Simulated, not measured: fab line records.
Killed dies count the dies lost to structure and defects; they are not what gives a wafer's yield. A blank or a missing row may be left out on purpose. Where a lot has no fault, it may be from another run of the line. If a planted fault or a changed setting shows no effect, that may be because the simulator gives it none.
What tool caused it?    flow n5_finfet    72 wafers from 24 lots sampled at 4 of the route's 1938 steps

WHAT THE GAUGES SHOWED, per wafer
N5_BEOL_M14_OVL_MEAS_29. Usual: M14_OVL -1 nm, standard deviation 5.7.
lot   measured      on          M14_OVL (nm)  flag
L074  day 11 10:49  overlay-02  5 1 1         
L075  day 11 11:39  overlay-02  -10 -7 -6     
L077  day 12 04:00  overlay-02  -11 -4 -1     
L076  day 12 04:22  overlay-02  -1 -2 1       
L078  day 12 05:40  overlay-02  3 6 3         
L079  day 12 14:25  overlay-02  -1 -6 -5      
L080  day 12 18:52  overlay-01  1 0 -1        
L081  day 12 20:32  overlay-01  8 9 4         
L083  day 13 00:23  overlay-02  -6 1 -6       
L082  day 13 03:34  overlay-02  -2 1 -2       
L084  day 13 18:21  overlay-01  2 1 2         
L085  day 14 00:18  overlay-01  -9 -14 -9     
L086  day 14 02:33  overlay-01  -13 -6 -2     
L087  day 14 06:26  overlay-01  1 -1 2        
L089  day 14 18:46  overlay-02  -3 0 8        
L090  day 14 23:01  overlay-02  -7 -17 -7     
L088  day 15 04:13  overlay-01  -4 -6 -1      
L093  day 15 10:05  overlay-01  6 0 6         
L091  day 15 19:50  overlay-02  -3 -7 3       
L094  day 16 02:08  overlay-01  1 -2 -1       
L092  day 16 02:49  overlay-01  1 -5 1        
L095  day 16 06:16  overlay-02  -9 -1 -2      
L096  day 16 20:12  overlay-01  -5 -3 -2      
L097  day 17 11:28  overlay-02  -14 -11 -15   

N5_BEOL_M15_THK_MEAS_50: measures by xrf. Usual: M15_THK 830 nm, standard deviation 13.
lot   measured      on             M15_THK (nm)  flag
L074  day 11 21:03  film_metro-01  822 819 813   
L075  day 12 01:59  film_metro-01  846 814 846   
L077  day 12 16:34  film_metro-02  822 848 828   
L076  day 12 17:26  film_metro-02  837 813 821   
L078  day 12 17:37  film_metro-02  809 836 817   
L079  day 13 03:05  film_metro-02  848 839 851   
L080  day 13 03:08  film_metro-01  824 820 845   
L081  day 13 03:35  film_metro-01  808 826 836   
L083  day 13 09:08  film_metro-02  811 834 844   
L082  day 13 16:37  film_metro-01  830 818 805   
L084  day 14 03:58  film_metro-02  843 819 846   
L085  day 14 12:04  film_metro-01  833 851 833   
L086  day 14 14:28  film_metro-02  840 860 820   
L087  day 15 00:13  film_metro-01  837 819 845   
L089  day 15 03:37  film_metro-01  823 855 835   
L090  day 15 09:06  film_metro-02  820 819 827   
L088  day 15 11:55  film_metro-02  827 809 830   
L093  day 15 20:34  film_metro-02  838 849 847   
L091  day 16 06:58  film_metro-02  838 837 820   
L094  day 16 13:18  film_metro-02  840 833 834   
L092  day 16 13:50  film_metro-02  809 830 832   
L095  day 16 13:53  film_metro-01  832 820 834   
L096  day 17 05:50  film_metro-02  848 832 824   
L097  day 17 20:56  film_metro-02  823 830 821   

WHICH TOOL RAN EACH LOT (tool, then ch and the chambers of the sampled wafers, then the start)
lot   N5_BEOL_M14_ANNEAL_48             N5_BEOL_M15_TRENCH_ETCH_34
L074  rtp_anneal-01 ch 0, day 11 13:02  rie_diel-04 ch 1,2, day 11 16:26
L075  rtp_anneal-02 ch 0, day 11 17:54  rie_diel-03 ch 1,3, day 11 21:11
L077  rtp_anneal-02 ch 0, day 12 08:02  rie_diel-04 ch 0,1,2, day 12 13:02
L076  rtp_anneal-01 ch 0, day 12 08:49  rie_diel-04 ch 0,1,2, day 12 15:01
L078  rtp_anneal-02 ch 0, day 12 09:47  rie_diel-04 ch 0,2,3, day 12 15:37
L079  rtp_anneal-01 ch 0, day 12 16:26  rie_diel-02 ch 2,3, day 12 22:07
L080  rtp_anneal-01 ch 0, day 12 21:39  rie_diel-02 ch 1,2, day 13 00:35
L081  rtp_anneal-01 ch 0, day 12 22:08  rie_diel-02 ch 0,2,3, day 13 01:04
L083  rtp_anneal-01 ch 0, day 13 02:48  rie_diel-02 ch 0,2,3, day 13 05:56
L082  rtp_anneal-01 ch 0, day 13 09:10  rie_diel-03 ch 0,1,3, day 13 12:26
L084  rtp_anneal-01 ch 0, day 13 21:31  rie_diel-02 ch 0,2, day 14 00:32
L085  rtp_anneal-01 ch 0, day 14 03:08  rie_diel-02 ch 1,2, day 14 06:40
L086  rtp_anneal-01 ch 0, day 14 07:06  rie_diel-02 ch 0,1,2, day 14 10:38
L087  rtp_anneal-02 ch 0, day 14 12:01  rie_diel-02 ch 0,1,3, day 14 15:12
L089  rtp_anneal-01 ch 0, day 14 21:44  rie_diel-02 ch 0,1,2, day 15 01:14
L090  rtp_anneal-01 ch 0, day 15 01:15  rie_diel-03 ch 0,2,3, day 15 04:32
L088  rtp_anneal-01 ch 0, day 15 05:52  rie_diel-04 ch 1,2,3, day 15 09:37
L093  rtp_anneal-02 ch 0, day 15 13:51  rie_diel-02 ch 1,2,3, day 15 16:57
L091  rtp_anneal-01 ch 0, day 15 23:26  rie_diel-04 ch 0,1, day 16 02:46
L094  rtp_anneal-01 ch 0, day 16 07:16  rie_diel-03 ch 0,3, day 16 10:31
L092  rtp_anneal-01 ch 0, day 16 07:32  rie_diel-02 ch 0,1,3, day 16 10:50
L095  rtp_anneal-01 ch 0, day 16 08:43  rie_diel-04 ch 0,3, day 16 11:37
L096  rtp_anneal-01 ch 0, day 16 22:29  rie_diel-04 ch 0,2, day 17 01:52
L097  rtp_anneal-02 ch 0, day 17 13:34  rie_diel-03 ch 0,3, day 17 18:14
- N5_BEOL_M14_ANNEAL_48: time 90 s.
- N5_BEOL_M15_TRENCH_ETCH_34: etches SiO2 in C4F8/O2/Ar, target depth 872.93 nm, time 199 s.

AS READ BY THE TOOLS THEMSELVES (means over the sampled wafers that have a number; for cases with no such wafer, the mark the record gives instead)
N5_BEOL_M14_ANNEAL_48. Usual: wafer_temp_C_max 225.55, standard deviation 0.22.
lot   tool           wafer_temp_C_max  flag
L074  rtp_anneal-01  225.56            
L075  rtp_anneal-02  225.45            
L077  rtp_anneal-02  225.81            
L076  rtp_anneal-01  225.37            
L078  rtp_anneal-02  225.78            
L079  rtp_anneal-01  225.54            
L080  rtp_anneal-01  225.53            
L081  rtp_anneal-01  225.09            
L083  rtp_anneal-01  225.60            
L082  rtp_anneal-01  225.53            
L084  rtp_anneal-01  225.57            
L085  rtp_anneal-01  225.31            
L086  rtp_anneal-01  225.37            
L087  rtp_anneal-02  225.72            
L089  rtp_anneal-01  225.33            
L090  rtp_anneal-01  225.56            
L088  rtp_anneal-01  225.76            
L093  rtp_anneal-02  225.71            
L091  rtp_anneal-01  225.55            
L094  rtp_anneal-01  225.85            
L092  rtp_anneal-01  225.31            
L095  rtp_anneal-01  225.61            
L096  rtp_anneal-01  225.57            
L097  rtp_anneal-02  225.56            

N5_BEOL_M15_TRENCH_ETCH_34. Usual: C4F8_flow_sccm 16.00 sccm, standard deviation 0.045; drypump_motor_current_A 5.8 A, standard deviation 0.4; oes_ar_750_au 0.79 a.u., standard deviation 0.088; oes_product_au 0.80 a.u., standard deviation 0.093; rf_fwd_power_W 1901 W, standard deviation 6.1; rf_vpp_V 2214 V, standard deviation 19; showerhead_plenum_p_Torr 3.38 Torr, standard deviation 0.1; throttle_valve_pct 30.8 %, standard deviation 0.32.
lot   tool         C4F8_flow_sccm (sccm)  drypump_motor_current_A (A)  oes_ar_750_au (a.u.)  oes_product_au (a.u.)  rf_fwd_power_W (W)  rf_vpp_V (V)  showerhead_plenum_p_Torr (Torr)  throttle_valve_pct (%)  flag
L074  rie_diel-04  15.95                  6.0                          0.80                  0.79                   1903                2238          3.49                             30.8                    
L075  rie_diel-03  15.99                  5.2                          0.88                  0.88                   1899                2215          3.45                             30.8                    
L077  rie_diel-04  15.99                  5.8                          0.77                  0.77                   1902                2226          3.44                             30.9                    
L076  rie_diel-04  15.97                  5.8                          0.77                  0.77                   1900                2228          3.44                             30.9                    
L078  rie_diel-04  15.97                  5.7                          0.77                  0.75                   1901                2213          3.38                             31.0                    
L079  rie_diel-02  15.97                  5.6                          0.89                  0.89                   1899                2218          3.41                             30.4                    
L080  rie_diel-02  16.01                  5.5                          0.79                  0.78                   1892                2195          3.24                             30.4                    
L081  rie_diel-02  16.04                  5.7                          0.83                  0.83                   1894                2219          3.43                             30.7                    
L083  rie_diel-02  16.00                  5.7                          0.82                  0.83                   1905                2218          3.43                             30.7                    
L082  rie_diel-03  15.99                  5.7                          0.80                  0.79                   1903                2209          3.36                             30.9                    
L084  rie_diel-02  15.98                  5.4                          0.82                  0.82                   1903                2208          3.39                             30.7                    
L085  rie_diel-02  16.01                  5.5                          0.78                  0.78                   1896                2194          3.23                             30.4                    
L086  rie_diel-02  16.01                  5.5                          0.77                  0.78                   1904                2201          3.32                             30.7                    
L087  rie_diel-02  16.01                  5.9                          0.77                  0.77                   1901                2210          3.36                             30.7                    
L089  rie_diel-02  15.99                  5.5                          0.77                  0.76                   1903                2202          3.32                             30.7                    
L090  rie_diel-03  16.00                  6.2                          0.72                  0.72                   1899                2201          3.29                             31.0                    
L088  rie_diel-04  16.00                  5.9                          0.85                  0.84                   1904                2221          3.42                             30.8                    
L093  rie_diel-02  16.03                  5.7                          0.81                  0.81                   1903                2211          3.33                             30.4                    
L091  rie_diel-04  15.96                  5.8                          0.87                  0.87                   1902                2230          3.43                             30.9                    
L094  rie_diel-03  16.00                  6.1                          0.72                  0.73                   1905                2204          3.27                             31.0                    
L092  rie_diel-02  16.01                  5.9                          0.75                  0.75                   1899                2210          3.35                             30.7                    
L095  rie_diel-04  16.00                  5.7                          0.94                  0.94                   1901                2212          3.37                             30.8                    
L096  rie_diel-04  16.04                  5.6                          0.90                  0.90                   1904                2216          3.37                             31.0                    
L097  rie_diel-03  16.03                  6.2                          0.73                  0.73                   1903                2193          3.29                             31.0                    

THE ANSWER, worked out from the rows above alone
Rule: take the mean of a lot's wafers that have a number; if it is more than 3 standard deviations from the usual mean, the lot is off. A lot without any number at a reading at which 4 lots or more have one is off too. The other lots that the step has rows for count as sound. First the gauges in route order, then the tools' own readings, where a lot's mean is used as printed above. The first step at which some lot is off is used, and at that step the reading that is off furthest; a lot without a number counts as furthest.
None of the lots is off at any reading shown; this tells nothing.

WHAT THE SIMULATOR HAD PUT IN
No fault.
